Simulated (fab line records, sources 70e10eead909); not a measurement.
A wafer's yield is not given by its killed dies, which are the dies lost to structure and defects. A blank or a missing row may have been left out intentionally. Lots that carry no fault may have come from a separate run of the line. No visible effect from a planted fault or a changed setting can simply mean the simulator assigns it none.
fab line records	flow nand-harc
record: lots: 6	wafers: 18	last-day: 34
route steps=1302 shown A_M0@1166 A_M1@1169 END@1302
lots that met no fault: from a run of the same line without faults
start-h: the number of hours between the record's first day and the start of the first shown wafer of the lot	wait-h: how many hours have passed since the lot's step before this one	" repeats the value in the row above	L1.1+2: a row that stands for several wafers	- no value, or no start was given	* or withheld: withheld	< > ~ a bound
route shown NAME@n: NAME is a module with steps in the file, n the number in the route of the first one	usual: mean/standard deviation of fault-free wafers	same: alike in all rows	chamber/n: place in a boat	sites: each site's reading	_std_site: standard deviation across them	_edge_site: the outer-site mean with the inner-site mean subtracted	radius-mm: how far each site lies from the wafer's centre	mask NAME#n: copy n	behind: the last tool/chamber to shape the wafer	hold: why the lot was held/for how many hours/how that ended	device: whichever transistor did not switch (one of n, p or np)	end of line: at the end of the route, the tests of the same wafers	a step with no rows: only its recipe	killed: the dies lost at the first sort to structure and to defects; this is not the yield of the wafer	map: dies across one wafer; x = killed, . = not, _ = none there
set.NAME: the setting that was run; set.NAME@STEP: the one run at that earlier step	model.NAME: the simulator's own value behind a step, which no gauge read
lots seen at some steps along the route; tables by step, rows by wafer
services: from which hour (start-h, from the record's first day; less than 0 if before it) a tool's chamber was out of use, for how many hours, and why
== steps ==
step: NHARC_A_M0_INSPECT_27
usual: raw-defect-count: 520/110
lot.wafer	tool	chamber	start-h	wait-h	raw-defect-count
L759.1	defect-inspect-02	-	579.47	0.0	515
L759.3	"	-	"	"	385
L759.4	"	-	"	"	587
L760.3	defect-inspect-01	-	592.09	0.0	441
L760.4	"	-	"	"	498
L760.6	"	-	"	"	384
L763.1	defect-inspect-02	-	623.81	0.0	499
L763.3	"	-	"	"	626
L763.4	"	-	"	"	773
L769.1	defect-inspect-01	-	664.72	0.0	563
L769.2	"	-	"	"	535
L769.4	"	-	"	"	405
L774.2	defect-inspect-01	-	730.74	0.0	448
L774.3	"	-	"	"	441
L774.6	"	-	"	"	460
L776.1	defect-inspect-02	-	767.55	0.0	446
L776.4	"	-	"	"	467
L776.6	"	-	"	"	564
step: NHARC_A_M0_PRE_CLEAN_31
recipe: time-s: 12	temp-c: 370	rf-power-w: 300	gas: NH3
usual: heater-power-w: 604/64
lot.wafer	tool	chamber	start-h	wait-h	heater-power-w
L759.3	pecvd-02	0	579.54	0.1	751
L759.1	"	2	"	"	607
L759.4	"	0	"	"	739
L760.3	pecvd-04	2	592.28	0.2	653
L760.6	"	0	"	"	603
L760.4	"	1	"	"	527
L763.1	pecvd-01	2	623.89	0.1	694
L763.3	"	0	"	"	655
L763.4	"	0	"	"	651
L769.2	pecvd-04	0	665.02	0.3	511
L769.1	"	1	"	"	452
L769.4	"	2	"	"	670
L774.2	pecvd-01	1	730.80	0.1	596
L774.3	"	2	"	"	727
L774.6	"	2	"	"	720
L776.1	pecvd-02	0	767.63	0.1	662
L776.6	"	2	"	"	617
L776.4	"	0	"	"	641
step: NHARC_A_M0_DEP_32
recipe: target-thk-a: 300	temp-c: 370	target-thk-nm: 30	pressure-torr: 3	flow-sccm: 200	rf-w: 450	material: SiCN
usual: heater-power-w: 552/65
lot.wafer	tool	chamber	start-h	wait-h	heater-power-w
L759.3	pecvd-02	0	579.62	0.1	660
L759.1	"	2	"	"	477
L759.4	"	0	"	"	669
L760.3	pecvd-04	2	592.36	0.1	597
L760.6	"	0	"	"	530
L760.4	"	1	"	"	498
L763.1	pecvd-01	2	624.00	0.1	566
L763.3	"	0	"	"	575
L763.4	"	0	"	"	586
L769.2	pecvd-04	0	665.13	0.1	391
L769.1	"	1	"	"	402
L769.4	"	2	"	"	606
L774.2	pecvd-01	1	730.88	0.1	535
L774.3	"	2	"	"	694
L774.6	"	2	"	"	683
L776.1	pecvd-02	0	767.74	0.1	587
L776.6	"	2	"	"	542
L776.4	"	0	"	"	593
step: NHARC_A_M1_DEP_00
recipe: target-thk-a: 1825	target-thk-nm: 182.5	temp-c: withheld	pressure-torr: 5	flow-sccm: 200	rf-w: 600	material: SiOC
step: NHARC_A_M1_DEHYDRATE_01
recipe: temp-c: 150	time-s: 120
step: NHARC_A_M1_HMDS_02
recipe: time-s: 30
step: NHARC_A_M1_COAT_34
recipe: temp-c: 200	time-s: 65
step: NHARC_A_M1_COAT_03
recipe: spin-rpm: 1500	resist-thk-nm: 90
step: NHARC_A_M1_SOFTBAKE_04
recipe: temp-c: 105	time-s: 55
step: NHARC_A_M1_EBR_05
step: NHARC_A_M1_EXPOSE_06
recipe: na: 1.35	target-cd-nm: 120	dose-mj: 75.13	mask-id: A_M1
step: NHARC_A_M1_PEB_07
recipe: peb-temp-c: 100	peb-time-s: 65
usual: heater-power-total-W: 156.6/0.43	plate-temp-C: 100.01/0.14
lot.wafer	tool	chamber	start-h	wait-h	heater-power-total-W	plate-temp-C
L759.1	litho-track-04	0	580.76	0.1	156.2	100.30
L759.3	"	0	"	"	156.2	100.13
L759.4	"	0	"	"	156.0	100.26
L760.3	litho-track-06	0	593.53	0.0	156.2	100.07
L760.4	"	0	"	"	156.2	100.06
L760.6	"	0	"	"	157.1	100.14
L763.1	litho-track-06	0	624.99	0.1	156.1	99.88
L763.3	"	0	"	"	156.3	100.02
L763.4	"	0	"	"	156.1	99.74
L769.1	litho-track-01	0	666.26	0.1	156.9	99.83
L769.2	"	0	"	"	157.1	100.03
L769.4	"	0	"	"	157.1	99.90
L774.2	litho-track-06	0	732.08	0.1	155.6	99.32
L774.3	"	0	"	"	154.7	99.51
L774.6	"	0	"	"	155.5	99.37
L776.1	litho-track-06	0	768.86	0.1	154.7	99.32
L776.4	"	0	"	"	154.6	99.07
L776.6	"	0	"	"	155.2	99.24
step: NHARC_A_M1_DEVELOP_08
recipe: develop-time-s: 35	dev-temp-c: 23
step: NHARC_A_M1_CD_MEAS_09
recipe: target-cd-nm: 120	landing-energy-ev: 500
usual: cd-nm: 120.3/0.67
lot.wafer	tool	chamber	start-h	wait-h	cd-nm
L759.1	cd-sem-02	0	580.84	-	119.8
L759.3	"	0	"	"	119.7
L759.4	"	0	"	"	120.1
L760.3	cd-sem-03	0	593.61	-	119.7
L760.4	"	0	"	"	119.4
L760.6	"	0	"	"	119.8
L763.1	cd-sem-02	0	625.07	-	120.0
L763.3	"	0	"	"	120.5
L763.4	"	0	"	"	120.2
L769.1	cd-sem-01	0	666.34	-	120.9
L769.2	"	0	"	"	120.9
L769.4	"	0	"	"	120.4
L774.2	cd-sem-01	0	732.16	-	115.8
L774.3	"	0	"	"	117.5
L774.6	"	0	"	"	116.5
L776.1	cd-sem-01	0	768.94	-	117.9
L776.4	"	0	"	"	117.8
L776.6	"	0	"	"	117.3
step: NHARC_A_M1_OVL_MEAS_10
recipe: pitch-nm: 240
usual: overlay-x-nm: 0.4/0.87	overlay-y-nm: 0.0/0.99
lot.wafer	tool	chamber	start-h	wait-h	overlay-x-nm	overlay-y-nm
L759.1	overlay-02	-	580.93	-	1.4	-1.5
L759.3	"	-	"	"	1.5	-1.5
L759.4	"	-	"	"	0.9	-1.4
L760.3	overlay-02	-	593.69	-	0.2	-1.1
L760.4	"	-	"	"	-0.3	-1.0
L760.6	"	-	"	"	0.3	-1.3
L763.1	overlay-02	-	625.16	-	-2.1	-0.5
L763.3	"	-	"	"	-2.0	-0.9
L763.4	"	-	"	"	-2.1	-1.0
L769.1	overlay-01	-	666.42	-	-0.5	0.9
L769.2	"	-	"	"	-0.8	1.3
L769.4	"	-	"	"	-0.8	0.9
L774.2	overlay-01	-	732.24	-	0.5	0.4
L774.3	"	-	"	"	0.4	0.7
L774.6	"	-	"	"	0.6	0.6
L776.1	overlay-01	-	769.03	-	1.8	1.8
L776.4	"	-	"	"	2.0	1.8
L776.6	"	-	"	"	2.0	1.1
step: NHARC_A_M1_INSPECT_11
usual: raw-defect-count: 89/39
lot.wafer	tool	chamber	start-h	wait-h	raw-defect-count
L759.1	defect-inspect-01	-	580.97	0.0	61
L759.3	"	-	"	"	69
L759.4	"	-	"	"	66
L760.3	defect-inspect-01	-	593.73	0.0	72
L760.4	"	-	"	"	60
L760.6	"	-	"	"	64
L763.1	defect-inspect-02	-	625.20	0.0	64
L763.3	"	-	"	"	74
L763.4	"	-	"	"	98
L769.1	defect-inspect-02	-	666.46	0.0	142
L769.2	"	-	"	"	131
L769.4	"	-	"	"	133
L774.2	defect-inspect-02	-	732.28	0.0	82
L774.3	"	-	"	"	85
L774.6	"	-	"	"	80
L776.1	defect-inspect-02	-	769.07	0.0	47
L776.4	"	-	"	"	31
L776.6	"	-	"	"	58
step: NHARC_A_M1_DESCUM_14
recipe: time-s: 3	o2-flow-sccm: 200	ar-flow-sccm: 0	bias-power-w: 0	chemistry: O2
usual: drypump-motor-current-A: 5.7/0.51	oes-product-au: 0.995/0.0095	rf-vpp-V: 57.8/0.84	showerhead-plenum-p-Torr: 1.91/0.068	throttle-valve-pct: 11.312/0.0098
lot.wafer	tool	chamber	start-h	wait-h	drypump-motor-current-A	oes-product-au	rf-hours-counter-h	rf-vpp-V	showerhead-plenum-p-Torr	throttle-valve-pct	model.A_M1.cd-nm
L759.1	rie-diel-03	3	581.04	0.1	6.1	0.984	7.3	58.5	1.81	11.318	119
L759.3	"	0	"	"	5.4	1.002	7.2	56.6	1.94	11.315	120
L759.4	"	0	"	"	5.4	1.003	-	58.3	1.94	11.302	120.8
L760.4	rie-diel-05	3	593.79	0.1	5.6	0.990	0	56.3	1.83	11.327	118.7
L760.3	"	0	"	"	6.3	0.989	0	56.4	1.88	11.323	119.9
L760.6	"	3	"	"	5.6	0.997	-	57.0	1.83	11.314	119
L763.1	rie-diel-05	1	625.27	0.1	4.9	0.984	1.1	59.5	1.94	11.297	119.7
L763.3	"	2	"	"	5.5	0.992	1.2	57.8	2.03	11.315	120.4
L763.4	"	3	"	"	5.6	0.992	1.1	56.3	1.83	11.301	119.4
L769.2	rie-diel-03	1	666.52	0.1	6.1	0.991	0.7	57.7	1.92	11.307	120.1
L769.4	"	2	"	"	5.9	0.987	1.0	59.0	1.93	11.309	120.6
L769.1	"	0	"	"	5.5	0.991	0.9	58.5	1.94	11.300	120.8
L774.3	rie-diel-03	3	732.34	0.1	6.1	0.994	5.1	57.4	1.81	11.288	117.7
L774.2	"	2	"	"	5.9	0.991	5.1	57.9	1.93	11.307	116.7
L774.6	"	0	"	"	5.4	1.000	-	57.5	1.94	11.315	117.4
L776.1	rie-diel-02	3	769.15	0.1	6.5	1.005	1.0	57.9	1.98	11.317	118.5
L776.4	"	0	"	"	5.1	1.001	-	57.2	1.81	11.315	118.1
L776.6	"	3	"	"	6.4	1.011	-	58.3	1.98	11.309	118
step: NHARC_A_M1_ETCH_35
recipe: target-depth-a: 400	overetch-a: 120	time-s: 43.94	ion-energy-ev: 200	n2-flow-sccm: 150	h2-flow-sccm: 150	ar-flow-sccm: 0	rf-w: 400	bias-w: 150	chemistry: N2/H2
usual: drypump-motor-current-A: 5.7/0.5	n2-flow-sccm: 150.0/0.4	oes-product-au: 0.997/0.01	rf-vpp-V: 430.5/2.4	showerhead-plenum-p-Torr: 2.04/0.079	throttle-valve-pct: 14.170/0.0096
lot.wafer	tool	chamber	start-h	wait-h	drypump-motor-current-A	n2-flow-sccm	oes-product-au	rf-hours-counter-h	rf-vpp-V	showerhead-plenum-p-Torr	throttle-valve-pct
L759.3	rie-diel-03	3	581.13	0.1	6.1	150.6	0.988	7.3	427.4	1.92	14.173
L759.1	"	1	"	"	6.1	150.0	0.985	6.7	431.0	2.04	14.178
L759.4	"	3	"	"	6.1	150.1	0.984	-	427.4	1.92	14.165
L760.3	rie-diel-05	2	593.88	0.1	5.5	149.5	1.002	0.0	433.9	2.17	14.181
L760.4	"	3	"	"	5.6	150.3	0.991	0.0	427.1	1.94	14.152
L760.6	"	1	"	"	4.9	150.6	0.975	-	431.9	2.06	14.176
L763.3	rie-diel-05	0	625.35	0.1	6.3	149.9	0.996	1.0	429.5	2.00	14.163
L763.4	"	1	"	"	4.9	149.4	0.983	1.1	431.5	2.06	14.159
L763.1	"	2	"	"	5.5	149.9	1.008	1.2	435.4	2.17	14.189
L769.4	rie-diel-03	3	666.61	0.1	6.1	149.6	0.987	1.2	426.2	1.92	14.190
L769.1	"	1	"	"	6.1	150.4	0.992	0.7	428.4	2.04	14.162
L769.2	"	2	"	"	6.0	150.1	0.996	1.0	430.4	2.06	14.170
L774.3	rie-diel-03	0	732.44	0.1	5.5	150.1	0.993	5.3	431.9	2.07	14.168
L774.2	"	3	"	"	6.1	149.9	0.994	5.1	428.5	1.92	14.178
L774.6	"	3	"	"	6.0	149.7	0.993	-	427.3	1.92	14.171
L776.1	rie-diel-02	1	769.24	0.1	6.1	150.6	1.001	1.1	432.7	2.12	14.169
L776.6	"	1	"	"	6.0	150.4	1.002	-	434.3	2.12	14.170
L776.4	"	3	"	"	6.5	149.7	1.021	-	432.7	2.12	14.179
step: NHARC_A_M1_ETCH_15
recipe: target-depth-a: 1825	time-s: 91.2	c4f8-flow-sccm: withheld	ar-flow-sccm: 400	rf-w: 600	bias-w: 300	chemistry: C4F8/Ar
usual: oes-product-au: 0.953/0.024	rf-vpp-V: 440.6/2.3
lot.wafer	tool	chamber	start-h	wait-h	oes-product-au	rf-hours-counter-h	rf-vpp-V
L759.1	rie-diel-03	3	-	-	0.917	7.3	437.1
L759.3	"	0	"	"	0.919	7.2	441.2
L759.4	"	3	"	"	0.922	-	437.4
L760.4	rie-diel-05	3	-	-	0.954	0.0	438.3
L760.3	"	1	"	"	0.944	0.0	441.4
L760.6	"	3	"	"	0.955	-	437.5
L763.3	rie-diel-05	3	-	-	0.961	1.1	438.1
L763.1	"	0	"	"	0.958	1.0	439.5
L763.4	"	2	"	"	0.977	1.3	444.5
L769.2	rie-diel-03	1	-	-	0.953	0.8	440.6
L769.4	"	2	"	"	0.966	1.0	441.1
L769.1	"	3	"	"	0.973	1.2	436.5
L774.2	rie-diel-03	3	-	-	0.943	5.2	437.8
L774.3	"	0	"	"	0.949	5.3	441.9
L774.6	"	2	"	"	0.940	-	442.3
L776.1	rie-diel-02	0	-	-	0.961	1.1	438.7
L776.6	"	1	"	"	0.958	-	442.6
L776.4	"	0	"	"	0.965	-	437.1
step: NHARC_A_M1_CD_MEAS_16
usual: cd-nm: 120.2/0.93
lot.wafer	tool	chamber	start-h	wait-h	cd-nm
L759.1	cd-sem-02	-	581.38	-	119.1
L759.3	"	-	"	"	119.7
L759.4	"	-	"	"	121.2
L760.3	cd-sem-02	-	594.10	-	119.0
L760.4	"	-	"	"	118.2
L760.6	"	-	"	"	118.9
L763.1	cd-sem-02	-	625.56	-	119.1
L763.3	"	-	"	"	120.1
L763.4	"	-	"	"	119.6
L769.1	cd-sem-03	-	666.82	-	121.2
L769.2	"	-	"	"	120.3
L769.4	"	-	"	"	120.6
L774.2	cd-sem-01	-	732.69	-	116.5
L774.3	"	-	"	"	118.0
L774.6	"	-	"	"	117.2
L776.1	cd-sem-03	-	769.48	-	118.0
L776.4	"	-	"	"	118.1
L776.6	"	-	"	"	117.5
step: NHARC_A_M1_STRIP_18
recipe: power-w: 1000	n2-flow-sccm: 150	h2-flow-sccm: 150	ar-flow-sccm: 0	bias-w: 0	chemistry: N2/H2
usual: drypump-motor-current-A: 5.7/0.56	n2-flow-sccm: 150.0/0.48	oes-product-au: 0.996/0.01	rf-vpp-V: 90.8/0.83	showerhead-plenum-p-Torr: 2.04/0.079	throttle-valve-pct: 14.171/0.0087
lot.wafer	tool	chamber	start-h	wait-h	drypump-motor-current-A	n2-flow-sccm	oes-product-au	rf-hours-counter-h	rf-vpp-V	showerhead-plenum-p-Torr	throttle-valve-pct
L759.4	rie-diel-05	0	581.45	0.1	6.3	149.6	1.002	4	90.5	2.00	14.164
L759.3	"	1	"	"	4.9	149.4	0.992	4	90.4	2.06	14.179
L759.1	"	2	"	"	5.5	148.8	1.023	4	90.1	2.17	14.170
L760.3	rie-diel-02	0	594.20	0.1	5.1	149.7	0.996	1	90.8	1.93	14.182
L760.4	"	2	"	"	4.9	150.2	0.994	1	90.2	2.02	14.180
L760.6	"	0	"	"	5.1	149.9	1.000	-	89.7	1.93	14.170
L763.1	rie-diel-05	3	625.64	0.1	5.6	150.4	0.981	1	90.2	1.94	14.160
L763.4	"	1	"	"	4.9	150.6	0.990	1	92.1	2.06	14.179
L763.3	"	2	"	"	5.5	149.3	0.986	1	91.8	2.17	14.168
L769.4	rie-diel-03	0	666.93	0.1	5.5	149.9	1.000	1	91.2	2.07	14.173
L769.2	"	1	"	"	6.1	150.4	0.989	1	89.4	2.04	14.171
L769.1	"	2	"	"	6.0	149.4	0.995	1	90.1	2.06	14.175
L774.2	rie-diel-02	2	732.80	0.1	4.9	149.9	0.999	9	89.3	2.02	14.165
L774.3	"	0	"	"	5.1	150.1	0.987	9	90.3	1.93	14.182
L774.6	"	1	"	"	6.1	149.1	0.989	-	91.5	2.13	14.187
L776.1	rie-diel-02	3	769.55	0.1	6.4	149.8	1.006	1	91.1	2.12	14.168
L776.6	"	3	"	"	6.5	149.5	1.002	-	92.7	2.12	14.169
L776.4	"	1	"	"	6.1	149.2	1.004	-	90.7	2.12	14.173
step: NHARC_A_M1_ETCH_28
recipe: target-depth-a: 300	over-etch-frac: 0.3	time-s: 72.99	ion-energy-ev: 150	cf4-flow-sccm: 50	n2-flow-sccm: 100	ar-flow-sccm: 150	rf-w: 300	bias-w: 100	chemistry: CF4/N2
usual: drypump-motor-current-A: 5.7/0.54	n2-flow-sccm: 100.0/0.3	oes-product-au: 0.997/0.012	rf-vpp-V: 314.3/1.8	showerhead-plenum-p-Torr: 2.64/0.097	throttle-valve-pct: 19.792/0.0097
lot.wafer	tool	chamber	start-h	wait-h	drypump-motor-current-A	n2-flow-sccm	oes-product-au	rf-hours-counter-h	rf-vpp-V	showerhead-plenum-p-Torr	throttle-valve-pct	model.A_M1.cd-nm
L759.3	rie-diel-05	3	-	-	5.5	100.0	1.014	4	311.9	2.51	19.772	120.3
L759.4	"	0	"	"	6.4	100.5	0.986	4	313.6	2.58	19.794	121.2
L759.1	"	1	"	"	4.9	99.7	0.994	4	314.8	2.66	19.789	118.6
L760.3	rie-diel-02	0	-	-	5.1	99.8	1.004	1	311.5	2.50	19.784	119.7
L760.4	"	1	"	"	6.1	100.2	1.002	1	315.1	2.73	19.782	118.8
L760.6	"	1	"	"	6.1	100.1	1.004	-	315.4	2.73	19.802	119.1
L763.1	rie-diel-05	2	-	-	5.5	99.9	0.999	1	316.8	2.78	19.806	119
L763.4	"	3	"	"	5.6	100.3	1.003	1	311.1	2.51	19.790	119.2
L763.3	"	0	"	"	6.3	100.1	1.007	1	313.1	2.58	19.796	120
L769.4	rie-diel-03	0	-	-	5.5	100.1	0.994	1	316.0	2.66	19.786	120.8
L769.2	"	2	"	"	6.0	99.9	0.988	1	314.9	2.65	19.785	120
L769.1	"	3	"	"	6.1	100.0	0.990	1	312.9	2.49	19.800	120.9
L774.2	rie-diel-02	2	-	-	4.9	100.1	0.990	9	313.5	2.60	19.792	117.9
L774.3	"	3	"	"	6.4	100.0	1.011	9	316.7	2.72	19.789	119.2
L774.6	"	1	"	"	6.1	99.7	1.007	-	314.8	2.73	19.810	116.8
L776.1	rie-diel-02	3	-	-	6.4	99.6	1.016	1	315.8	2.72	19.793	118.5
L776.4	"	3	"	"	6.5	99.8	1.006	-	316.1	2.72	19.803	118.4
L776.6	"	0	"	"	5.1	100.2	1.003	-	310.9	2.49	19.779	118.3
step: NHARC_A_M1_STRIP_19
recipe: time-s: 600	temp-c: 30	chemistry: post-etch-residue-remover
step: NHARC_END_SORT_01
recipe: temp-c: 25
usual: defect-limited-yield: 91.4/2.7	killed-at-array: 53/18	killed-at-other: 0.8/1.1	killed-at-periphery: 4.1/2.7	killed-dies: 58/18	killed-open: 3.1/1.7	killed-short: 2.7/1.7	sort_bin_2_pct: 3.0/1.2	sort_bin_3_pct: 0.6/0.37	sort_bin_4_pct: 4.9/1.5	sort-n-pass: 619/18	sort-rim-yield-pct: 91/4.1	sort-yield-pct: 91.4/2.7
same: gross-dies: 677	sort_bin_5_pct[%]: 0	sort_bin_6_pct[%]: 0	sort_bin_7_pct[%]: 0	sort_bin_8_pct[%]: 0	sort-rim-n-gross: 106.00
lot.wafer	tool	chamber	start-h	wait-h	defect-limited-yield[%]	killed-at-array	killed-at-other	killed-at-periphery	killed-dies	killed-open	killed-short	sort_bin_2_pct[%]	sort_bin_3_pct[%]	sort_bin_4_pct[%]	sort-n-pass	sort-rim-yield-pct[%]	sort-yield-pct[%]
L759.1	prober-02	0	617.42	2.5	92.5	47	0	4	51	4	3	1.5	0.7	5.3	626	92	92.5
L759.3	prober-02	0	619.02	3.1	93.5	42	1	1	44	2	2	1.6	0.4	4.4	633	89	93.5
L759.4	prober-02	0	619.83	3.4	92.2	51	0	2	53	4	5	3.5	0.3	4.0	624	96	92.2
L760.3	prober-01	0	631.96	3.1	92.2	51	1	1	53	6	1	3.2	0.6	4.0	624	97	92.2
L760.4	prober-01	0	632.75	3.4	94.4	33	2	3	38	4	3	2.2	0.3	3.1	639	90	94.4
L760.6	prober-01	0	634.34	4.0	92.0	47	0	7	54	6	3	2.2	0.3	5.5	623	90	92.0
L763.1	prober-02	0	659.42	2.5	90.8	56	0	6	62	5	3	3.1	0.9	5.2	615	93	90.8
L763.3	prober-02	0	661.01	3.1	90.8	57	0	5	62	2	4	3.2	0.4	5.5	615	96	90.8
L763.4	prober-02	0	661.81	3.4	92.0	46	0	8	54	2	4	3.1	0.6	4.3	623	82	92.0
killed by level:class
L759.1 A_SLIT:chamber-film-flake=26 A_CHANNEL_HOLE_D2:chamber-film-flake=7 A_DECK1_JOINT:chamber-film-flake=3 P_CONTACT:geometric-particle:open=2 P_GATE:chamber-film-flake=2 A_WL_FILL:chamber-film-flake=2 A_CONTACT:chamber-film-flake=2 A_ONON_D1:geometric-particle:short=1
L759.3 A_SLIT:chamber-film-flake=18 A_CHANNEL_HOLE_D2:chamber-film-flake=7 A_CHANNEL_HOLE_D1:chamber-film-flake=4 A_CONTACT:chamber-film-flake=4 A_STAIRCASE:chamber-film-flake=2 A_SGD_CUT:chamber-film-flake=2 A_WL_FILL:chamber-film-flake=2 P_STI:geometric-particle:short=1
L759.4 A_SLIT:chamber-film-flake=30 A_CHANNEL_HOLE_D1:chamber-film-flake=3 A_CHANNEL_HOLE_D2:chamber-film-flake=3 A_CHANNEL_FILL_D1:geometric-particle:short=2 A_CHANNEL_FILL_D1:geometric-particle:open=2 A_STAIRCASE:chamber-film-flake=2 A_SGD_CUT:chamber-film-flake=2 A_CONTACT:chamber-film-flake=2
L760.3 A_SLIT:chamber-film-flake=25 A_CHANNEL_HOLE_D2:chamber-film-flake=10 A_M1:chamber-film-flake=5 A_CHANNEL_FILL_D1:chamber-film-flake=4 A_CHANNEL_FILL_D1:geometric-particle:open=2 A_ONON_D2:geometric-particle:open=2 P_M0:geometric-particle:open=1 A_CHANNEL_HOLE_D1:geometric-particle:short=1
L760.4 A_SLIT:chamber-film-flake=15 A_CHANNEL_HOLE_D2:chamber-film-flake=6 A_M1:chamber-film-flake=3 A_STAIRCASE:chamber-film-flake=2 P_M0:geometric-particle:short=1 A_SOURCE_PLATE:geometric-particle:open=1 A_ONON_D1:geometric-particle:open=1 A_CHANNEL_FILL_D1:geometric-particle:open=1
L760.6 A_SLIT:chamber-film-flake=20 A_CHANNEL_HOLE_D2:chamber-film-flake=12 A_CHANNEL_FILL_D1:chamber-film-flake=4 A_M1:chamber-film-flake=4 P_STI:geometric-particle:short=1 P_CONTACT:geometric-particle:short=1 P_M0:geometric-particle:open=1 P_M2:geometric-particle:open=1
L763.1 A_CHANNEL_HOLE_D1:chamber-film-flake=38 A_CHANNEL_HOLE_D2:chamber-film-flake=7 P_GATE:chamber-film-flake=6 A_CHANNEL_FILL_D2:geometric-particle:open=2 A_ONON_D1:geometric-particle:short=1 A_CHANNEL_FILL_D1:geometric-particle:open=1 A_DECK1_JOINT:geometric-particle:open=1 A_ONON_D2:geometric-particle:open=1
L763.3 A_CHANNEL_HOLE_D1:chamber-film-flake=34 A_CHANNEL_HOLE_D2:chamber-film-flake=11 P_GATE:chamber-film-flake=5 A_CONTACT:geometric-particle:open=2 A_WL_FILL:chamber-film-flake=2 A_CONTACT:chamber-film-flake=2 A_ONON_D1:geometric-particle:short=1 A_ONON_D2:geometric-particle:short=1
L763.4 A_CHANNEL_HOLE_D1:chamber-film-flake=18 A_CHANNEL_HOLE_D2:chamber-film-flake=13 P_ZERO_WELL:chamber-film-flake=4 P_GATE:chamber-film-flake=4 A_CHANNEL_FILL_D2:chamber-film-flake=3 A_ONON_D2:geometric-particle:open=2 A_M0:geometric-particle:short=2 A_WL_FILL:chamber-film-flake=2
== services ==
tool	chamber	start-h	hours	kind
rie-diel-02	-	570.70	9.0	pm
rie-diel-03	2	577.78	11.9	repair
rie-diel-05	-	583.60	9.0	pm
pecvd-02	-	589.41	13.0	pm
pecvd-02	-	604.92	1.7	repair
rie-diel-05	-	609.48	2.6	repair
pecvd-04	-	631.06	13.0	pm
rie-diel-03	-	635.30	9.0	pm
rie-diel-05	3	638.59	13.1	repair
rie-diel-02	1	653.34	3.3	repair
pecvd-01	0	653.65	6.4	repair
rie-diel-05	0	659.51	8.4	repair
pecvd-02	2	672.55	2.8	repair
pecvd-01	-	673.45	13.0	pm
rie-diel-02	-	674.36	0.1	repair
pecvd-02	2	687.57	4.2	repair
pecvd-02	1	694.86	29.7	repair
rie-diel-05	-	714.60	1.2	repair
rie-diel-03	1	727.20	9.1	repair
rie-diel-05	-	747.16	2.5	repair
rie-diel-02	-	747.77	9.0	pm
rie-diel-05	0	757.12	18.4	repair
rie-diel-05	-	760.60	9.0	pm
rie-diel-02	2	764.96	10.5	repair
== key ==
first-sign: step: NHARC_A_M1_PEB_07	reading: plate-temp-C	direction: down	sigmas: 5.1	usual: *	struck: *
effect: step: NHARC_A_M1_PEB_07	reading: heater-power-total-W	direction: down	sigmas: 3.6	usual: *	struck: *
effect: step: NHARC_A_M1_CD_MEAS_09	reading: cd-nm	direction: down	sigmas: 4.6	usual: 120.3	struck: 117.1	through: control-loop
effect: step: NHARC_A_M1_CD_MEAS_16	reading: cd-nm	direction: down	sigmas: 2.8	usual: 120.2	struck: 117.6	through: control-loop
model-effect: step: NHARC_A_M1_DESCUM_14	value: A_M1.cd-nm	without: 120.1	struck: 117.7
model-effect: step: NHARC_A_M1_ETCH_28	value: A_M1.cd-nm	without: 120.5	struck: 118.2
met-at NHARC_A_M1_PEB_07
struck-wafers L774.2,L774.3,L774.6,L776.1,L776.4,L776.6
loop-trim: step: NHARC_A_M1_EXPOSE_06	setting: dose	lots: L776
onset-between 624.99 732.08
fault: kind: process-parameter-drift	tool: litho-track-06	chamber: -	onset-h: 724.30	steps: NHARC_A_M1_PEB_07	channel: peb-temp-c	offset: *	shape: step	end-h: 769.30	acts-in: *	stated: *
loop-trim: a control loop set the setting to another value than it would have without faults
